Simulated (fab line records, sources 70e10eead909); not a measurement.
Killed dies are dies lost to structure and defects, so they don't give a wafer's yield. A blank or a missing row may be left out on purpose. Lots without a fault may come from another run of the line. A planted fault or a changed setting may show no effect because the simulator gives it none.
A struck lot beside a sound one | flow nand_harc | 14 steps out of a route of 1302
Sound: wafers L479.3, L479.5, L479.6. Struck: wafers L483.1, L483.2, L483.5. The cause comes at the end.
At each step with rows: each side's tool, then ch and its chambers, then its first start. Under that, the readings that differ: sound wafers | struck wafers | difference of the means | sigmas: that difference in standard deviations of wafers without a fault.
alike: readings whose means differ by less than 2 such deviations, and words and numbers that are the same on both sides. not compared: withheld readings, readings that some wafer has no value for, bounds like >300 that may hide the same value, and numbers for which the record gives no deviation and whose values overlap.
The two part at a step that has a row with sigmas, a row that says differs or no value, or rows on one side only. Numbers that don't overlap but have no deviation are shown without sigmas and don't part them. A reading that every wafer of one side lacks parts them only if that side has two wafers or more.

first, 8 steps without rows for these wafers: NHARC_P_ZERO_WELL_DEHYDRATE_16 (time 120 s); NHARC_P_ZERO_WELL_HMDS_17 (time 30 s); NHARC_P_ZERO_WELL_COAT_18; NHARC_P_ZERO_WELL_SOFTBAKE_19 (time 95 s); NHARC_P_ZERO_WELL_EBR_20; NHARC_P_ZERO_WELL_EXPOSE_21 (exposes mask P NWELL, target cd 720 nm); NHARC_P_ZERO_WELL_PEB_22 (peb time 85 s); NHARC_P_ZERO_WELL_DEVELOP_23 (time 70 s).
NHARC_P_ZERO_WELL_CD_MEAS_24: target cd 720 nm.
  sound on cd_sem-03 ch 0, day 2 08:35; struck on cd_sem-03 ch 0, day 4 00:41
  alike: cd_nm
then, 1 step without rows for these wafers: NHARC_P_ZERO_WELL_HARDBAKE_25 (time 80 s).
NHARC_P_ZERO_WELL_DESCUM_26: chemistry O2, time 3 s.
  sound on rie_diel-03 ch 0,1,3, day 2 08:46; struck on rie_diel-03 ch 0,1,2, day 4 00:51
  alike: drypump_motor_current_A, oes_product_au, rf_vpp_V, showerhead_plenum_p_Torr, throttle_valve_pct
  not compared: rf_hours_counter_h
then, 1 step without rows for these wafers: NHARC_P_ZERO_WELL_IMPLANT_27.
NHARC_P_ZERO_WELL_IMPLANT_57:
  sound on implanter-02 ch 0, day 2 09:07; struck on implanter-02, day 4 01:11
  no value came back on the struck wafers for beam_energy_keV, beam_on_s (s); on the sound wafers beam_energy_keV reads 249.97 250.03 250.02
then, 1 step without rows for these wafers: NHARC_P_ZERO_WELL_IMPLANT_58.

WHERE THEY PART
Only at NHARC_P_ZERO_WELL_IMPLANT_57, within this record.

WHY: what the simulator had put in
Skipped step whole: implanter-02, from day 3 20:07 on, at NHARC_P_ZERO_WELL_IMPLANT_57. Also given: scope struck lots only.
